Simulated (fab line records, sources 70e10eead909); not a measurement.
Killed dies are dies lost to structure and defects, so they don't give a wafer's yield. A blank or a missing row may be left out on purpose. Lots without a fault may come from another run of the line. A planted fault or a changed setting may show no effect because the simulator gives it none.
fab line records | flow nand_harc
record lots=7 wafers=21 last_day=33
route steps=1302 shown P_CONTACT@236 END@1302
lots that met no fault: from a run of the same line without faults
start_h: hours from the record's first day to the start of the lot's first wafer shown | wait_h: hours since the lot's step before | " the same as in the row above | L1.1+2: a row that stands for several wafers | - no value, or no start given | * or withheld: withheld | < > ~ a bound
route shown NAME@n: a module of which the file shows steps, and the number in the route of the first | usual: mean/standard deviation of fault-free wafers | same: alike in all rows | chamber/n: place in a boat | sites: the reading at each site | _std_site: their standard deviation | _edge_site: outer sites' mean less inner sites' | radius_mm: how far each site lies from the wafer's centre | mask NAME#n: copy n | behind: the tool/chamber that last shaped the wafer | hold: why the lot was held/for how many hours/how that ended | device: the transistor (n, p or np) that didn't switch | end of line: the same wafers' tests at the end of the route | a step without rows: its recipe alone | killed: dies lost to structure and defects at the first sort, not the wafer's yield | map: a wafer's dies, x killed, . not, _ none there
set.NAME: the setting as run; set.NAME@STEP: as run at that earlier step | model.NAME: the simulator's own value behind a step, which no gauge read
lots at some steps of the route; a table a step, a row a wafer
services: from which hour (start_h, from the record's first day; less than 0 if before it) a tool's chamber was out of use, for how many hours, and why
## steps
# step NHARC_P_CONTACT_ETCH_35
# recipe target_depth_a=390 over_etch_frac=0.3 time_s=65 ion_energy_ev=80 cf4_flow_sccm=150 ar_flow_sccm=0 rf_w=300 bias_w=100 chemistry=CF4
# step NHARC_P_CONTACT_ETCH_36
# recipe target_depth_a=2600 over_etch_frac=0.25 time_s=406.25 ion_energy_ev=200 n2_flow_sccm=150 h2_flow_sccm=150 ar_flow_sccm=0 rf_w=400 bias_w=150 chemistry=N2/H2
# step NHARC_P_CONTACT_ETCH_18
# recipe target_depth_a=4810 time_s=240.5 c4f8_flow_sccm=20 o2_flow_sccm=10 ar_flow_sccm=withheld rf_w=600 bias_w=1500 chemistry=C4F8/O2/Ar
# usual chamber_pressure_mTorr=25.002/0.023 oes_product_au=0.953/0.021 rf_vpp_V=982/4.7
# columns lot.wafer tool chamber start_h wait_h chamber_pressure_mTorr oes_product_au rf_hours_counter_h rf_vpp_V
L954.1 rie_diel-04 0 - - 24.991 0.965 6.0 986
L954.6 " 0 " " 24.988 0.961 - 986
L954.4 " 3 " " 25.006 0.965 - 984
L956.2 rie_diel-05 2 - - 25.005 0.948 2.0 985
L956.4 " 3 " " 25.013 0.976 2.0 985
L956.1 " 0 " " 25.021 0.960 1.9 986
L960.2 rie_diel-05 0 - - 24.981 0.938 2.9 985
L960.1 " 1 " " 25.016 0.977 3.1 980
L960.5 " 1 " " 25.034 0.966 - 981
L964.2 rie_diel-04 0 - - 24.992 0.936 2.0 985
L964.1 " 1 " " 25.028 0.916 2.1 987
L964.5 " 2 " " 24.996 0.931 - 989
L966.3 rie_diel-04 2 - - 25.022 0.940 2.7 988
L966.2 " 3 " " 24.982 0.923 2.7 984
L966.1 " 0 " " 25.007 0.938 2.8 986
L967.1 rie_diel-05 1 - - 24.977 0.920 0.6 980
L967.2 " 2 " " 25.007 0.909 0.6 984
L967.5 " 2 " " 24.983 0.900 - 984
L976.1 rie_diel-04 2 - - 25.028 0.937 8.4 988
L976.3 " 0 " " 25.018 0.924 9.2 984
L976.6 " 1 " " 24.999 0.921 - 986
# step NHARC_P_CONTACT_STRIP_37
# recipe c4f8_flow_sccm=withheld o2_flow_sccm=8 ar_flow_sccm=withheld bias_w=0 chemistry=C4F8/O2/Ar
# step NHARC_P_CONTACT_ETCH_31
# recipe target_depth_a=300 time_s=85.7 ion_energy_ev=120 over_etch_frac=1 ch3f_flow_sccm=50 o2_flow_sccm=30 ar_flow_sccm=200 rf_w=500 bias_w=100 chemistry=CH3F/O2
# usual chamber_pressure_mTorr=24.997/0.022 drypump_motor_current_A=5.7/0.39 oes_product_au=0.976/0.015 rf_vpp_V=245.3/1.5 showerhead_plenum_p_Torr=2.53/0.084 throttle_valve_pct=20.664/0.01
# columns lot.wafer tool chamber start_h wait_h chamber_pressure_mTorr drypump_motor_current_A oes_product_au rf_hours_counter_h rf_vpp_V showerhead_plenum_p_Torr throttle_valve_pct
L954.1 rie_diel-04 3 - - 25.025 6.2 0.981 6.8 245.4 2.56 20.654
L954.6 " 2 " " 25.020 5.2 0.980 - 245.9 2.64 20.673
L954.4 " 0 " " 24.963 6.3 1.003 - 245.6 2.59 20.645
L956.4 rie_diel-05 2 - - 24.998 5.1 0.967 2.1 246.4 2.57 20.659
L956.2 " 0 " " 24.990 6.1 0.979 1.9 246.5 2.57 20.663
L956.1 " 1 " " 25.009 5.7 0.985 2.0 245.5 2.49 20.683
L960.1 rie_diel-05 0 - - 25.003 6.1 0.975 3.0 245.8 2.57 20.659
L960.2 " 1 " " 24.991 5.7 0.989 3.2 243.7 2.49 20.661
L960.5 " 0 " " 25.021 6.1 0.979 - 245.3 2.57 20.663
L964.1 rie_diel-04 0 - - 24.990 6.3 0.968 2.0 246.4 2.59 20.666
L964.2 " 2 " " 25.006 5.2 0.962 1.9 249.1 2.64 20.662
L964.5 " 0 " " 24.979 6.3 0.962 - 246.8 2.59 20.664
L966.2 rie_diel-04 3 - - 25.000 6.2 0.958 2.8 244.4 2.56 20.650
L966.1 " 0 " " 24.999 6.3 0.959 2.9 248.0 2.59 20.660
L966.3 " 2 " " 25.015 5.2 0.952 2.8 246.6 2.64 20.672
L967.2 rie_diel-05 2 - - 24.979 5.0 0.945 0.7 244.8 2.57 20.672
L967.1 " 3 " " 24.998 5.9 0.958 0.7 244.8 2.57 20.653
L967.5 " 3 " " 25.032 5.9 0.964 - 246.4 2.57 20.667
L976.1 rie_diel-04 2 - - 25.024 5.2 0.986 8.5 245.8 2.63 20.657
L976.3 " 3 " " 24.966 6.2 0.955 8.6 245.4 2.56 20.675
L976.6 " 2 " " 24.997 5.2 0.978 - 247.1 2.64 20.664
# step NHARC_P_CONTACT_CD_MEAS_19
# usual cd_nm=89.6/1.6
# columns lot.wafer tool chamber start_h wait_h cd_nm
L954.1 cd_sem-01 - 120.94 - 93.4
L954.4 " - " " 90.9
L954.6 " - " " 91.2
L956.1 cd_sem-02 - 133.84 - 87.3
L956.2 " - " " 89.4
L956.4 " - " " 88.6
L960.1 cd_sem-03 - 174.89 - 89.6
L960.2 " - " " 87.9
L960.5 " - " " 90.1
L964.1 cd_sem-01 - 214.58 - 89.3
L964.2 " - " " 90.0
L964.5 " - " " 94.0
L966.1 cd_sem-01 - 236.63 - 90.6
L966.2 " - " " 90.9
L966.3 " - " " 89.3
L967.1 cd_sem-03 - 264.35 - 89.2
L967.2 " - " " 89.0
L967.5 " - " " 90.3
L976.1 cd_sem-03 - 337.05 - 90.6
L976.3 " - " " 89.3
L976.6 " - " " 88.4
# step NHARC_P_CONTACT_STRIP_28
# recipe o2_flow_sccm=500 ar_flow_sccm=0 bias_w=0 chemistry=O2
# usual chamber_pressure_mTorr=60.00/0.07 drypump_motor_current_A=5.7/0.4 oes_product_au=1.000/0.011 rf_vpp_V=58.0/0.85 showerhead_plenum_p_Torr=3.64/0.12 throttle_valve_pct=17.036/0.0092
# columns lot.wafer tool chamber start_h wait_h chamber_pressure_mTorr drypump_motor_current_A oes_product_au rf_hours_counter_h rf_vpp_V showerhead_plenum_p_Torr throttle_valve_pct
L954.4 rie_diel-06 0 121.03 0.1 60.02 5.8 0.991 4.7 59.1 3.37 17.042
L954.1 " 2 " " 60.06 6.0 1.010 4.1 59.6 3.66 17.054
L954.6 " 0 " " 59.89 5.8 0.976 - 57.3 3.37 17.038
L956.4 rie_diel-05 3 133.92 0.1 59.94 5.9 0.996 2.1 57.4 3.68 17.053
L956.1 " 0 " " 60.01 6.1 0.995 1.9 57.0 3.68 17.028
L956.2 " 1 " " 60.02 5.7 1.004 2.0 57.0 3.58 17.040
L960.1 rie_diel-04 2 174.98 0.1 59.94 5.2 1.014 9.9 58.1 3.78 17.052
L960.2 " 0 " " 59.99 6.3 1.009 9.5 59.7 3.71 17.029
L960.5 " 1 " " 60.03 5.4 0.998 - 57.9 3.72 17.041
L964.2 rie_diel-04 3 214.65 0.1 60.03 6.2 1.006 1.8 56.0 3.67 17.033
L964.1 " 1 " " 60.07 5.4 0.996 2.2 59.5 3.72 17.028
L964.5 " 0 " " 59.99 6.3 1.015 - 57.6 3.71 17.044
L966.1 rie_diel-04 2 236.70 0.1 60.06 5.2 1.003 2.9 59.3 3.78 17.025
L966.2 " 3 " " 60.02 6.1 0.999 2.8 58.4 3.67 17.026
L966.3 " 1 " " 59.98 5.4 0.983 2.9 58.9 3.72 17.031
L967.2 rie_diel-04 0 264.42 0.1 59.93 6.3 0.994 3.7 58.7 3.71 17.034
L967.1 " 2 " " 59.97 5.2 1.018 3.9 57.1 3.78 17.040
L967.5 " 0 " " 60.05 6.3 1.008 - 58.9 3.71 17.021
L976.3 rie_diel-05 3 337.12 0.1 60.05 5.9 0.984 2.4 57.5 3.68 17.026
L976.1 " 1 " " 60.06 5.7 0.992 2.1 58.6 3.58 17.030
L976.6 " 3 " " 59.98 5.9 0.976 - 57.5 3.68 17.040
# step NHARC_P_CONTACT_STRIP_29
# recipe time_s=1200 temp_c=72.5 chemistry=post_etch_residue_remover
# step NHARC_P_CONTACT_DEGAS_38
# recipe temp_c=300 time_s=60
# usual heater_power_w=466/48
# columns lot.wafer tool chamber start_h wait_h heater_power_w
L954.1 pvd_sputter-03 - 121.65 - 490
L954.4 " - " " 575
L954.6 " - " " 486
L956.2 pvd_sputter-03 - 134.55 - 442
L956.4 " - " " 440
L956.1 " - " " 479
L960.2 pvd_sputter-01 - 175.61 - 419
L960.1 " - " " 421
L960.5 " - " " 435
L964.1 pvd_sputter-01 - 215.29 - 425
L964.2 " - " " 427
L964.5 " - " " 424
L966.3 pvd_sputter-02 - 237.37 - 491
L966.1 " - " " 386
L966.2 " - " " 465
L967.1 pvd_sputter-01 - 265.07 - 435
L967.2 " - " " 451
L967.5 " - " " 446
L976.1 pvd_sputter-02 - 337.76 - 363
L976.3 " - " " 452
L976.6 " - " " 371
# step NHARC_P_CONTACT_PRE_CLEAN_39
# recipe time_s=19.5 bias_v=250 gas=Ar
# step NHARC_P_CONTACT_PVD_32
# recipe target_thk_a=50 chamber_pressure_pa=5 power_w=5000 substrate_temp_c=200 time_s=17.7 material=Ti
# usual cathode_dc_power_W=4999.9/0.83 throttle_valve_pct=29.5/1.1
# columns lot.wafer tool chamber start_h wait_h cathode_dc_power_W throttle_valve_pct
L954.4 pvd_sputter-03 - - - 5000.2 31.3
L954.1 " - " " 5000.5 28.3
L954.6 " - " " 4999.3 31.5
L956.4 pvd_sputter-03 - - - 4998.4 30.6
L956.1 " - " " 5000.6 28.6
L956.2 " - " " 5000.2 28.2
L960.1 pvd_sputter-01 - - - 5001.6 29.5
L960.2 " - " " 5000.4 28.2
L960.5 " - " " 4999.9 29.7
L964.1 pvd_sputter-01 - - - 5001.6 29.8
L964.2 " - " " 4999.4 29.8
L964.5 " - " " 5000.7 31.0
L966.1 pvd_sputter-02 - - - 5000.1 29.2
L966.3 " - " " 4999.9 30.1
L966.2 " - " " 4998.6 28.6
L967.1 pvd_sputter-01 - - - 4999.8 28.2
L967.2 " - " " 4999.0 31.0
L967.5 " - " " 5000.7 30.1
L976.3 pvd_sputter-02 - - - 5000.1 29.2
L976.1 " - " " 4999.7 29.3
L976.6 " - " " 5000.1 29.3
# step NHARC_P_CONTACT_ALD_22
# recipe target_thk_a=30 pulse_time_s=1 ald_cycles=150 temp_c=450 material=TiN
# step NHARC_P_CONTACT_CVD_23
# recipe target_thk_a=2000 temp_c=300 pressure_torr=40 wf6_flow_sccm=40 h2_flow_sccm=1600 ar_flow_sccm=1560 time_s=557 material=W
# usual heater_power_w=422/22 throttle_valve_pct=8.22/0.23
# columns lot.wafer tool chamber start_h wait_h heater_power_w throttle_valve_pct
L954.1 cvd_w-02 1 122.10 - 450 8.22
L954.4 " 0 " " 411 8.32
L954.6 " 0 " " 407 8.38
L956.1 cvd_w-01 0 135.00 - 390 7.86
L956.2 " 0 " " 391 7.84
L956.4 " 0 " " 396 7.87
L960.2 cvd_w-02 0 176.05 - 414 8.42
L960.1 " 1 " " 451 8.23
L960.5 " 1 " " 450 8.36
L964.1 cvd_w-02 0 215.77 - 408 8.25
L964.2 " 1 " " 465 8.58
L964.5 " 1 " " 460 8.31
L964.1 cvd_w-02 0 216.57 0.7 416 8.43
L964.2 " 1 " " 457 8.18
L964.5 " 1 " " 459 8.14
L966.1 cvd_w-02 0 237.84 - 425 8.24
L966.2 " 1 " " 449 8.37
L966.3 " 0 " " 422 8.32
L966.1 cvd_w-02 0 238.62 0.7 418 8.22
L966.2 " 1 " " 456 8.00
L966.3 " 0 " " 421 8.27
L967.1 cvd_w-02 1 265.50 - 466 8.23
L967.2 " 0 " " 410 8.35
L967.5 " 0 " " 417 8.20
L967.1 cvd_w-02 1 266.29 0.7 460 8.17
L967.2 " 0 " " 422 8.41
L967.5 " 0 " " 417 8.30
L976.1 cvd_w-02 0 338.29 - 409 8.62
L976.3 " 1 " " 438 8.21
L976.6 " 0 " " 404 8.26
# step NHARC_P_CONTACT_CMP_24
# recipe t_overpolish_s=30 target_thk_nm=200
# usual motor_current_A=11.8/1.2 overpolish_run_s=29.999/0.0093 time_to_endpoint_s=40.2/3
# columns lot.wafer tool chamber start_h wait_h motor_current_A overpolish_run_s time_to_endpoint_s
L954.4 cmp-02 3 122.77 0.3 11.5 30.004 42.1
L954.1 " 1 " " 12.4 30.000 41.7
L954.6 " 3 " " 11.6 30.006 41.5
L956.4 cmp-04 2 136.20 0.5 9.5 29.983 42.4
L956.1 " 0 " " 11.9 30.001 42.1
L956.2 " 1 " " 10.8 29.990 38.8
L960.1 cmp-03 2 176.70 0.5 12.0 29.997 36.4
L960.2 " 3 " " 11.8 30.003 37.4
L960.5 " 2 " " 12.0 29.989 35.9
L964.1 cmp-04 2 217.32 0.7 9.7 29.986 81.6
L964.2 " 3 " " 14.0 30.009 79.7
L964.5 " 1 " " 11.0 30.002 76.8
L966.3 cmp-03 0 239.34 0.4 12.4 29.992 80.9
L966.1 " 1 " " 10.6 29.997 78.6
L966.2 " 3 " " 11.9 30.007 76.2
L967.1 cmp-02 3 268.61 2.2 12.2 30.009 77.4
L967.2 " 1 " " 12.6 29.991 76.5
L967.5 " 3 " " 11.9 29.993 73.9
L976.3 cmp-04 1 338.87 0.4 10.7 30.004 36.9
L976.1 " 2 " " 10.3 29.997 42.2
L976.6 " 1 " " 10.7 30.024 37.8
# step NHARC_END_SORT_01
# recipe temp_c=25
# usual killed_at_array=53/20 killed_at_other=1/1.2 killed_at_periphery=3.7/2.6 killed_dies=58/20 killed_open=3.5/1.8 killed_short=2.4/1.7
# same gross_dies=677
# columns lot.wafer tool chamber start_h wait_h killed_at_array killed_at_other killed_at_periphery killed_dies killed_open killed_short
L964.5 prober-02 0 656.56 3.7 63 3 5 71 4 3
L966.3 prober-01 0 677.80 3.1 79 1 4 84 0 2
# killed by level:class
L964.5 A_CHANNEL_HOLE_D1:chamber_film_flake=30 A_CHANNEL_HOLE_D2:chamber_film_flake=19 A_CONTACT:chamber_film_flake=5 A_STAIRCASE:chamber_film_flake=3 THIN_TSV:chamber_film_flake=3 P_ZERO_WELL:chamber_film_flake=2 P_CONTACT:geometric_particle:open=1 A_ONON_D1:geometric_particle:open=1
L966.3 A_CHANNEL_HOLE_D1:chamber_film_flake=38 A_SLIT:chamber_film_flake=27 A_CONTACT:chamber_film_flake=7 A_BLC:chamber_film_flake=5 P_GATE:chamber_film_flake=2 P_M0:geometric_particle:short=1 A_ONON_D1:geometric_particle:short=1 P_BONDPAD:chamber_film_flake=1
## services
# columns tool chamber start_h hours kind
rie_diel-04 - 98.52 1.3 repair
cmp-04 - 98.90 1.1 repair
pvd_sputter-02 - 104.00 10.0 pm
cmp-04 - 111.00 4.0 pm
rie_diel-04 1 117.50 6.4 repair
pvd_sputter-03 - 170.00 10.0 pm
rie_diel-04 - 177.90 9.0 pm
rie_diel-05 0 191.39 7.6 repair
cmp-04 - 193.07 0.4 repair
cmp-04 - 209.00 4.0 pm
rie_diel-05 2 216.10 4.1 repair
pvd_sputter-02 - 221.84 8.3 repair
pvd_sputter-01 - 225.24 3.9 repair
pvd_sputter-01 - 229.17 10.0 pm
rie_diel-05 - 229.60 9.0 pm
rie_diel-04 0 236.68 3.6 repair
rie_diel-04 2 243.87 2.0 repair
rie_diel-04 - 245.64 0.2 repair
pvd_sputter-01 - 253.70 4.3 repair
cmp-04 - 266.08 1.0 repair
rie_diel-04 1 269.01 5.5 repair
rie_diel-05 3 269.60 3.9 repair
cvd_w-02 - 273.69 13.0 pm
pvd_sputter-02 - 282.01 10.0 pm
## key
first_sign step=NHARC_P_CONTACT_CVD_23 reading=visit direction=added
effect step=NHARC_P_CONTACT_CMP_24 reading=time_to_endpoint_s direction=up sigmas=13 usual=* struck=*
met_at NHARC_P_CONTACT_CVD_23
struck_wafers L964.1,L964.2,L964.5,L966.1,L966.2,L966.3,L967.1,L967.2,L967.5
tester_left_out L964,L966,L967
fault kind=repeated_step_whole tool=cvd_w-01,cvd_w-02 chamber=- onset_h=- steps=NHARC_P_CONTACT_CVD_23 times=1 scope=struck_lots_only
# tester_left_out: of these lots the tester's yield and bins aren't shown, on N5 and GAA mostly nor the transistor test; their killed dies are dies lost to structure and defects alone, not to doping, threshold or leakage, so they don't give the yield
